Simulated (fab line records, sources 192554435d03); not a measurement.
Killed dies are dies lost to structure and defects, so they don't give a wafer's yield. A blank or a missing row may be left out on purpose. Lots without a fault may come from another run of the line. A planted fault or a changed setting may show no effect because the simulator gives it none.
A struck lot beside a sound one | flow n5_finfet | 42 steps out of a route of 1938
Sound: wafers L362.1, L362.5, L362.6. Struck: wafer L374.3. (L374.1 of the same lot was not struck and is left out.) The cause comes at the end.
At each step with rows: each side's tool, then ch and its chambers, then its first start. Under that, the readings that differ: sound wafers | struck wafers | difference of the means | sigmas: that difference in standard deviations of wafers without a fault.
alike: readings whose means differ by less than 2 such deviations, and words and numbers that are the same on both sides. not compared: withheld readings, readings that some wafer has no value for, bounds like >300 that may hide the same value, and numbers for which the record gives no deviation and whose values overlap.
The two part at a step that has a row with sigmas, a row that says differs or no value, or rows on one side only. Numbers that don't overlap but have no deviation are shown without sigmas and don't part them. A reading that every wafer of one side lacks parts them only if that side has two wafers or more.

first, 3 steps without rows for these wafers: N5_PMOS_HMC_CHANNEL_EPI_EXPOSE_06 (exposes mask PMOS HMC BLK, target cd 240 nm); N5_PMOS_HMC_CHANNEL_EPI_PEB_07 (peb time 60 s); N5_PMOS_HMC_CHANNEL_EPI_DEVELOP_08 (develop time 30 s).
N5_PMOS_HMC_CHANNEL_EPI_CD_MEAS_09: target cd 237.4 nm.
  sound on cd_sem-01 ch 0, day 1 16:59; struck on cd_sem-01 ch 0, day 4 17:10
  alike: cd_nm
N5_PMOS_HMC_CHANNEL_EPI_OVL_MEAS_10:
  sound on overlay-02 ch 0, day 1 17:02; struck on overlay-02 ch 0, day 4 17:11
  alike: PMOS_HMC_BLK_OVL
N5_PMOS_HMC_CHANNEL_EPI_INSPECT_11: inspects for defects (macro).
  sound on defect_inspect-01, day 1 17:04; struck on defect_inspect-02, day 4 17:13
  alike: raw_defect_count
then, 2 steps without rows for these wafers: N5_PMOS_HMC_CHANNEL_EPI_DESCUM_14 (chemistry O2, time 7.9 s); N5_PMOS_HMC_CHANNEL_EPI_ETCH_32 (etches BARC in N2/H2, stops on SiO2, target depth 85.8 nm, time 50.3 s).
N5_PMOS_HMC_CHANNEL_EPI_HM_OPEN_15: chemistry CHF3/O2, target SiO2, target depth 40.6 nm, time 20.3 s.
  sound on rie_diel-06 ch 1,2,3, day 1 17:11; struck on rie_diel-01 ch 0, day 4 17:20
  reading                     | sound          | struck | difference | sigmas
  drypump_motor_current_A (A) | 5.25 5.55 5.26 | 6.08   | +0.73      | +3
  alike: O2_flow_sccm, oes_product_au, rf_vpp_V, showerhead_plenum_p_Torr, throttle_valve_pct
  not compared: rf_hours_counter_h
N5_PMOS_HMC_CHANNEL_EPI_STRIP_33: strips in N2/H2.
  sound on rie_diel-06 ch 1,2,3, day 1 17:14; struck on rie_diel-01 ch 0, day 4 17:23
  reading                     | sound          | struck | difference | sigmas
  drypump_motor_current_A (A) | 5.30 5.57 5.31 | 6.10   | +0.71      | +3
  throttle_valve_pct (%)      | 19.2 18.8 18.6 | 19.8   | +0.9       | +2
  alike: h2_flow_sccm, oes_product_au, rf_vpp_V, showerhead_plenum_p_Torr
  not compared: rf_hours_counter_h
then, 2 steps without rows for these wafers: N5_PMOS_HMC_CHANNEL_EPI_STRIP_17 (strips in SPM, time 750 s); N5_PMOS_HMC_CHANNEL_EPI_ETCH_38 (etches SiO2 in CF4, target depth 1.5 nm).
N5_PMOS_HMC_CHANNEL_EPI_FIN_RECESS_16: chemistry HBr/Cl2, target Si, target depth 54 nm, time 18 s.
  sound on rie_si-01 ch 1,2,3, day 1 17:33; struck on rie_si-05 ch 2, day 4 17:43
  reading                                          | sound             | struck | difference | sigmas
  model.PMOS_HMC_CHANNEL_EPI.feature_depth_nm (nm) | 55.14 54.11 54.09 | 56.42  | +1.97      |
  model.etch.depth_nm (nm)                         | 55.14 54.11 54.09 | 56.42  | +1.97      |
  alike: drypump_motor_current_A, oes_product_au, throttle_valve_pct
  not compared: rf_hours_counter_h
then, 7 steps without rows for these wafers: N5_PMOS_HMC_CHANNEL_EPI_PRECLEAN_36 (cleans in O3/DIW, time 45 s); N5_PMOS_HMC_CHANNEL_EPI_PRECLEAN_18 (cleans in DHF, time 30 s); N5_PMOS_HMC_CHANNEL_EPI_SRD_19 (time 30 s); N5_PMOS_HMC_CHANNEL_EPI_EPI_20 (deposits SiGe30, target thk 59 nm); N5_PMOS_HMC_CHANNEL_EPI_HM_STRIP_35 (strips SiO2 in dHF, material SiO2, target depth 39.6 nm, time 216 s); N5_PMOS_HMC_CHANNEL_EPI_SRD_39 (time 30 s); N5_PMOS_HMC_CHANNEL_EPI_CMP_21 (polishes SiGe30, target thk 54 nm).
N5_PMOS_HMC_CHANNEL_EPI_THK_MEAS_22:
  sound on film_metro-02, day 1 19:21; struck on film_metro-02, day 4 19:32
  reading          | sound          | struck | difference | sigmas
  HMC_CMP_THK (nm) | 55.2 54.1 54.1 | 56.3   | +1.8       | +2
then, 5 steps without rows for these wafers: N5_PMOS_HMC_CHANNEL_EPI_PRECLEAN_40 (cleans in DHF, time 30 s); N5_PMOS_HMC_CHANNEL_EPI_PRECLEAN_37 (cleans in O3/DIW, time 45 s); N5_PMOS_HMC_CHANNEL_EPI_PRECLEAN_24 (cleans in DHF, time 30 s); N5_PMOS_HMC_CHANNEL_EPI_SRD_25 (time 30 s); N5_PMOS_HMC_CHANNEL_EPI_EPI_26 (deposits Si from SiH4/H2, target thk 3.8 nm, time 22.7 s).
N5_PMOS_HMC_CHANNEL_EPI_INSPECT_30: inspects for defects (darkfield).
  sound on defect_inspect-01, day 1 19:50; struck on defect_inspect-01, day 4 20:01
  alike: raw_defect_count
then, 6 steps without rows for these wafers: N5_FIN_SAQP_PRECLEAN_42 (cleans in O3/DIW, time 60 s); N5_FIN_SAQP_PRECLEAN_00 (cleans in SC1, time 60 s); N5_FIN_SAQP_PRECLEAN_44 (cleans in SC2, time 45 s); N5_FIN_SAQP_SRD_01 (time 30 s); N5_FIN_SAQP_ALD_61 (deposits SiO2, target thk 4 nm, pulse time 1 s, purge time 2 s); N5_FIN_SAQP_DENSIFY_62 (time 60 s).
N5_FIN_SAQP_HM_DEP_03: deposits SiNx from SiH4/NH3/N2, target thk 38 nm, time 33.6 s.
  sound on pecvd-01 ch 0,2, day 1 20:22; struck on pecvd-03 ch 0, day 4 21:10
  reading                         | sound          | struck | difference | sigmas
  showerhead_plenum_p_Torr (Torr) | 5.26 5.19 5.24 | 5.12   | -0.11      | -2
  alike: heater_power_w, throttle_valve_pct
N5_FIN_SAQP_THK_MEAS_05:
  sound on film_metro-02, day 1 20:28; struck on film_metro-02, day 4 21:15
  alike: thk_nm
then, 1 step without rows for these wafers: N5_FIN_SAQP_PECVD_47 (deposits a-Si from SiH4/He, target thk 45 nm, time 36.3 s).
N5_FIN_SAQP_PECVD_48: deposits SiNx from SiH4/NH3/N2, target thk 25 nm, time 22.1 s.
  sound on pecvd-01 ch 1,2, day 1 20:32; struck on pecvd-01 ch 0, day 4 21:20
  reading                | sound          | struck | difference | sigmas
  throttle_valve_pct (%) | 45.5 44.3 45.0 | 38.9   | -6.0       | -2
  alike: heater_power_w, showerhead_plenum_p_Torr
then, 1 step without rows for these wafers: N5_FIN_SAQP_PECVD_06 (deposits a-Si from SiH4/He, target thk 60 nm, time 48.1 s).
N5_FIN_SAQP_THK_MEAS_07:
  sound on film_metro-01, day 1 20:40; struck on film_metro-02, day 4 21:28
  alike: thk_nm
N5_FIN_SAQP_HM_DEP_72: deposits SiO2 from SiH4/N2O, target thk 12 nm, time 7.2 s.
  sound on pecvd-02 ch 0,1,2, day 1 20:43; struck on pecvd-01 ch 0, day 4 21:30
  reading                         | sound          | struck | difference | sigmas
  showerhead_plenum_p_Torr (Torr) | 8.20 8.24 8.07 | 8.38   | +0.21      | +2
  alike: heater_power_w
then, 1 step without rows for these wafers: N5_FIN_SAQP_COAT_49 (time 60 s, resist thk 100 nm).
-- the record jumps here: 6 days lie between the struck wafers' starts before and after (it left off in module FIN_SAQP and takes up again in module BEOL_M4, whose first step shown is number 1111 of the route) --
N5_BEOL_M4_RC_MEAS_101:
  sound on prober-02 ch 0, day 8 03:52; struck on prober-01 ch 0, day 10 20:46
  reading       | sound          | struck | difference | sigmas
  CJ_P          | 5.61 5.75 5.54 | 5.07   | -0.56      | -3
  SS_P (mV/dec) | 72.3 73.0 73.5 | 74.1   | +1.2       | +2
  alike: DIBL_N, DIBL_P, IOFF_N, IOFF_P, ION_N, ION_P, SS_N, VT_N, VT_P

WHERE THEY PART
First at N5_PMOS_HMC_CHANNEL_EPI_HM_OPEN_15; last, within this record, at N5_BEOL_M4_RC_MEAS_101.

WHY: what the simulator had put in
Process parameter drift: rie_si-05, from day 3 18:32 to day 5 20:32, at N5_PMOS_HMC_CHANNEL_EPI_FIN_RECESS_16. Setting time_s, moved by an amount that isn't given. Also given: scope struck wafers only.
